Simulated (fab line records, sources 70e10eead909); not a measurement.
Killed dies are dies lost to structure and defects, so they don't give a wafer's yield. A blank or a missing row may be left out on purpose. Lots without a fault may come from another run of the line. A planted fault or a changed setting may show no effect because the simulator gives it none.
fab line records | flow nand_harc
record lots=12 wafers=36 last_day=33
route steps=1302 shown A_CHANNEL_HOLE_D2@604 A_CHANNEL_FILL_D2@627
lots that met no fault: from a run of the same line without faults
start_h: hours from the record's first day to the start of the lot's first wafer shown | wait_h: hours since the lot's step before | " the same as in the row above | L1.1+2: a row that stands for several wafers | - no value, or no start given | * or withheld: withheld | < > ~ a bound
route shown NAME@n: a module of which the file shows steps, and the number in the route of the first | usual: mean/standard deviation of fault-free wafers | same: alike in all rows | chamber/n: place in a boat | sites: the reading at each site | _std_site: their standard deviation | _edge_site: outer sites' mean less inner sites' | radius_mm: how far each site lies from the wafer's centre | mask NAME#n: copy n | behind: the tool/chamber that last shaped the wafer | hold: why the lot was held/for how many hours/how that ended | device: the transistor (n, p or np) that didn't switch | end of line: the same wafers' tests at the end of the route | a step without rows: its recipe alone | killed: dies lost to structure and defects at the first sort, not the wafer's yield | map: a wafer's dies, x killed, . not, _ none there
set.NAME: the setting as run; set.NAME@STEP: as run at that earlier step | model.NAME: the simulator's own value behind a step, which no gauge read
steps of the route over a sample of lots; a table a step, a row a wafer
services: from which hour (start_h, from the record's first day; less than 0 if before it) a tool's chamber was out of use, for how many hours, and why
## steps
# step NHARC_A_CHANNEL_HOLE_D2_STRIP_28
# recipe o2_flow_sccm=500 ar_flow_sccm=0 bias_w=0 chemistry=O2
# usual drypump_motor_current_A=5.8/0.44 oes_product_au=1.000/0.0076 rf_vpp_V=57.8/0.85 showerhead_plenum_p_Torr=3.54/0.13 throttle_valve_pct=17.036/0.0093
# columns lot.wafer tool chamber start_h wait_h drypump_motor_current_A oes_product_au rf_hours_counter_h rf_vpp_V showerhead_plenum_p_Torr throttle_valve_pct
L731.2 rie_diel-05 3 - - 6.0 1.008 3.1 57.5 3.62 17.035
L731.3 " 1 " " 6.5 0.995 3.3 57.1 3.76 17.041
L731.6 " 2 " " 5.6 0.996 - 58.1 3.48 17.047
L734.4 rie_diel-08 1 - - 6.4 0.994 5.8 57.6 3.46 17.024
L734.1 " 3 " " 5.3 0.996 4.9 58.6 3.51 17.051
L734.5 " 1 " " 6.4 0.993 - 57.6 3.46 17.035
L735.1 rie_diel-08 1 - - 6.5 1.006 7.1 57.8 3.46 17.040
L735.3 " 2 " " 6.1 1.007 6.3 58.6 3.64 17.043
L735.6 " 2 " " 6.1 1.005 - 56.4 3.64 17.024
L736.1 rie_diel-05 1 - - 6.5 1.001 4.9 57.9 3.76 17.024
L736.2 " 3 " " 6.0 1.010 5.2 58.9 3.62 17.041
L736.6 " 1 " " 6.5 1.006 - 59.3 3.76 17.048
L737.3 rie_diel-12 1 - - 5.5 0.997 7.0 58.0 3.77 17.033
L737.1 " 3 " " 5.7 0.985 7.2 57.4 3.34 17.048
L737.4 " 1 " " 5.5 0.987 - 59.4 3.77 17.039
L739.3 rie_diel-05 2 - - 5.6 0.988 8.5 57.0 3.47 17.043
L739.4 " 3 " " 6.0 1.006 9.3 56.8 3.61 17.035
L739.5 " 0 " " 6.1 0.994 - 57.7 3.40 17.038
L740.2 rie_diel-08 2 - - 6.1 0.990 1.2 59.3 3.64 17.043
L740.3 " 3 " " 5.3 0.993 1.3 56.8 3.51 17.038
L740.6 " 1 " " 6.4 0.984 - 58.1 3.46 17.038
L742.1 rie_diel-08 0 - - 5.2 0.996 1.6 58.5 3.60 17.029
L742.4 " 1 " " 6.4 1.001 1.5 57.9 3.46 17.040
L742.5 " 3 " " 5.3 1.004 - 58.3 3.51 17.034
L747.3 rie_diel-08 3 - - 5.3 1.003 5.1 57.7 3.51 17.036
L747.1 " 0 " " 5.2 1.005 4.9 57.6 3.60 17.038
L747.4 " 2 " " 6.1 0.996 4.5 57.9 3.63 17.035
L748.2 rie_diel-05 3 - - 6.0 1.022 4.4 57.3 3.61 17.047
L748.4 " 0 " " 6.1 1.009 4.1 57.8 3.40 17.032
L748.1 " 1 " " 6.5 0.999 3.9 59.3 3.75 17.055
L752.4 rie_diel-08 3 - - 5.3 0.994 8.2 58.2 3.51 17.041
L752.6 " 3 " " 5.3 1.007 - 56.9 3.51 17.028
L752.5 " 0 " " 5.2 1.008 - 58.2 3.59 17.043
L753.4 rie_diel-12 1 - - 5.5 1.005 4.1 57.9 3.77 17.034
L753.1 " 3 " " 5.7 1.007 4.6 56.5 3.34 17.032
L753.6 " 0 " " 5.8 1.005 - 56.8 3.31 17.025
# step NHARC_A_CHANNEL_HOLE_D2_XSEM_32
# recipe landing_energy_ev=35000
# usual bot_cd_nm=74.3/1.2 bow_nm=8.6/0.31 tilt_deg=0.08/0.035
# columns lot.wafer tool chamber start_h wait_h bot_cd_nm bow_nm tilt_deg
L731.2 xsem-01 0 310.77 0.1 74.9 8.2 0.11
L731.3 " 0 " " 73.8 8.1 0.11
L731.6 " 0 " " 73.5 8.2 0.11
L734.1 xsem-02 0 326.25 0.1 74.5 8.5 0.08
L734.4 " 0 " " 73.5 8.7 0.08
L734.5 " 0 " " 75.9 8.6 0.08
L735.1 xsem-01 0 343.80 0.1 74.9 8.7 0.05
L735.3 " 0 " " 74.3 8.6 0.05
L735.6 " 0 " " 73.8 8.6 0.05
L736.1 xsem-02 0 349.91 0.1 71.4 9.4 0.17
L736.2 " 0 " " 73.8 9.4 0.17
L736.6 " 0 " " 73.0 9.4 0.17
L737.1 xsem-01 0 373.17 0.1 74.8 8.4 0.03
L737.3 " 0 " " 73.7 8.4 0.03
L737.4 " 0 " " 74.4 8.4 0.03
L739.3 xsem-02 0 385.48 0.1 73.2 8.2 0.10
L739.4 " 0 " " 73.1 8.1 0.10
L739.5 " 0 " " 75.6 8.2 0.10
L740.2 xsem-02 0 407.52 0.1 74.0 9.0 0.03
L740.3 " 0 " " 75.6 8.8 0.03
L740.6 " 0 " " 74.9 8.9 0.03
L742.1 xsem-02 0 411.66 0.1 74.0 8.8 0.02
L742.4 " 0 " " 74.9 8.8 0.02
L742.5 " 0 " " 74.4 8.8 0.02
L747.1 xsem-01 0 475.79 0.1 77.1 8.4 0.08
L747.3 " 0 " " 77.5 8.3 0.08
L747.4 " 0 " " 76.4 8.3 0.08
L748.1 xsem-02 0 476.21 0.1 73.3 8.7 0.14
L748.2 " 0 " " 74.8 8.6 0.13
L748.4 " 0 " " 74.5 8.7 0.13
L752.4 xsem-02 0 513.43 0.1 73.0 8.8 0.10
L752.5 " 0 " " 73.8 8.8 0.10
L752.6 " 0 " " 73.4 8.8 0.10
L753.1 xsem-01 0 532.72 0.1 74.4 8.6 0.08
L753.4 " 0 " " 73.7 8.7 0.08
L753.6 " 0 " " 73.9 8.6 0.08
# step NHARC_A_CHANNEL_FILL_D2_ALD_25
# recipe target_thk_a=600 pulse_time_s=10 ald_cycles=600 temp_c=300 material=SiOx
# usual ald_cycles=600/0 heater_power_w=477/45 precursor_pulse_height_rel=1.000/0.02
# columns lot.wafer tool chamber start_h wait_h ald_cycles heater_power_w precursor_pulse_height_rel
L731.2 ald_hk-02 2 347.54 0.1 600 584 0.988
L731.3 " 3 " " 600 442 1.004
L731.6 " 3 350.63 3.1 600 426 0.999
L734.1 ald_hk-01 3 365.21 0.1 600 439 1.020
L734.4 " 1 367.64 2.5 600 440 0.952
L734.5 " 0 371.30 6.1 600 447 1.007
L736.2 ald_hk-01 1 384.33 0.7 600 445 0.984
L736.1 " 2 " " 600 470 1.049
L736.6 " 1 386.77 3.1 600 436 1.039
L735.1 ald_hk-04 3 384.94 1.3 600 415 0.982
L735.3 " 0 " " 600 481 0.986
L735.6 " 2 386.80 3.1 600 445 0.992
L737.1 ald_hk-01 1 409.92 0.1 600 439 0.955
L737.4 " 3 411.12 1.3 600 440 1.009
L737.3 " 0 " " 600 456 0.963
L739.3 ald_hk-02 1 424.61 0.0 600 501 0.992
L739.4 " 2 " " 600 535 1.022
L739.5 " 2 427.76 3.2 600 545 0.990
L740.3 ald_hk-02 0 444.88 0.0 669 501 0.996
L740.2 " 1 " " 669 498 0.981
L740.6 " 1 447.97 3.1 669 489 0.984
L742.4 ald_hk-02 0 449.82 1.3 669 516 1.008
L742.1 " 1 " " 669 492 0.983
L742.5 " 2 " " 669 538 1.026
L748.4 ald_hk-01 1 514.39 0.1 600 429 1.012
L748.2 " 2 " " 600 419 1.026
L748.1 " 0 516.21 1.9 600 471 0.992
L747.3 ald_hk-04 0 515.01 0.7 600 475 1.019
L747.4 " 1 " " 600 570 0.997
L747.1 " 2 " " 600 454 1.024
L752.4 ald_hk-01 0 551.37 3.7 600 459 1.017
L752.6 " 1 552.60 5.0 600 438 0.970
L752.5 " 2 553.83 6.2 600 423 0.978
L753.1 ald_hk-02 1 569.91 1.3 600 497 1.016
L753.4 " 2 " " 600 546 0.996
L753.6 " 3 " " 600 440 1.014
# step NHARC_A_CHANNEL_FILL_D2_ETCHBACK_08
# recipe target_depth_a=2200 time_s=110 c4f8_flow_sccm=20 ar_flow_sccm=withheld rf_w=600 bias_w=300 chemistry=C4F8
# usual oes_product_au=0.96/0.037 rf_vpp_V=442.7/2.2
# columns lot.wafer tool chamber start_h wait_h oes_product_au rf_hours_counter_h rf_vpp_V
L731.3 rie_diel-07 1 - - 0.92 1 444.1
L731.2 " 2 " " 0.92 1 440.2
L731.6 " 1 " " 0.93 - 445.4
L734.1 rie_diel-03 0 - - 1.00 2 444.9
L734.4 " 2 " " 0.99 2 444.4
L734.5 " 0 " " 0.98 - 445.5
L736.2 rie_diel-03 1 - - 0.95 3 441.6
L736.1 " 0 " " 0.97 3 444.7
L736.6 " 1 " " 0.95 - 441.9
L735.1 rie_diel-13 0 - - 0.94 6 439.4
L735.3 " 1 " " 0.92 6 440.5
L735.6 " 0 " " 0.92 - 440.0
L737.1 rie_diel-03 0 - - 0.93 3 445.7
L737.3 " 2 " " 0.92 3 443.8
L737.4 " 3 " " 0.93 3 442.4
L739.3 rie_diel-03 2 - - 0.92 3 444.2
L739.4 " 3 " " 0.93 3 443.6
L739.5 " 3 " " 0.93 - 441.3
L740.3 rie_diel-03 1 - - 0.91 4 441.2
L740.2 " 2 " " 0.92 4 443.7
L740.6 " 0 " " 0.92 - 445.7
L742.4 rie_diel-03 3 - - 1.00 4 443.2
L742.1 " 0 " " 1.00 4 444.1
L742.5 " 0 " " 1.00 - 444.5
L748.2 rie_diel-03 3 - - 0.97 2 442.9
L748.1 " 1 " " 0.97 2 441.3
L748.4 " 2 " " 0.96 2 443.7
L747.3 rie_diel-13 0 - - 1.01 30 440.3
L747.4 " 1 " " 1.01 29 440.2
L747.1 " 2 " " 1.00 27 439.0
L752.4 rie_diel-03 2 - - 1.01 3 444.6
L752.6 " 2 " " 1.00 - 444.1
L752.5 " 3 " " 1.00 - 441.9
L753.4 rie_diel-07 1 - - 1.01 2 445.6
L753.1 " 2 " " 1.01 2 439.3
L753.6 " 1 " " 1.00 - 443.9
## services
# columns tool chamber start_h hours kind
rie_diel-07 - 294.20 9.0 pm
ald_hk-01 - 302.35 10.0 pm
rie_diel-13 2 304.40 5.2 repair
rie_diel-03 3 310.63 6.9 repair
rie_diel-05 1 320.73 5.1 repair
rie_diel-05 2 322.31 4.4 repair
ald_hk-04 - 325.21 0.5 repair
rie_diel-12 - 327.05 0.3 repair
rie_diel-12 - 335.17 0.2 repair
rie_diel-08 0 355.88 5.6 repair
rie_diel-08 2 364.09 1.8 repair
rie_diel-08 - 367.80 9.0 pm
xsem-01 - 374.00 14.0 pm
rie_diel-08 3 390.32 3.4 repair
rie_diel-05 - 406.60 9.0 pm
rie_diel-03 - 458.30 9.0 pm
rie_diel-08 2 476.74 3.3 repair
rie_diel-05 1 479.12 4.2 repair
rie_diel-05 1 484.60 1.7 repair
rie_diel-03 0 498.80 6.5 repair
rie_diel-08 1 500.14 6.8 repair
ald_hk-02 - 529.24 10.0 pm
rie_diel-08 - 544.80 9.0 pm
rie_diel-08 1 560.81 10.7 repair
## key
first_sign step=NHARC_A_CHANNEL_FILL_D2_ALD_25 reading=ald_cycles direction=up sigmas=99+ usual=600 struck=669
effect none on later readings
met_at NHARC_A_CHANNEL_FILL_D2_ALD_25
struck_lots L740,L742
tester_left_out L740,L742
not_acting_at NHARC_A_CHANNEL_HOLE_D2_STRIP_28,NHARC_A_CHANNEL_HOLE_D2_XSEM_32,NHARC_A_CHANNEL_FILL_D2_ETCHBACK_08
fault kind=process_parameter_drift tool=ald_hk-02 chamber=- onset_h=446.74 steps=NHARC_A_CHANNEL_FILL_D2_ALD_25 channel=ald_cycles offset=69 shape=step end_h=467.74 acts_in=these_recipes_only stated=600
# tester_left_out: of these lots the tester's yield and bins aren't shown, on N5 and GAA mostly nor the transistor test; their killed dies are dies lost to structure and defects alone, not to doping, threshold or leakage, so they don't give the yield
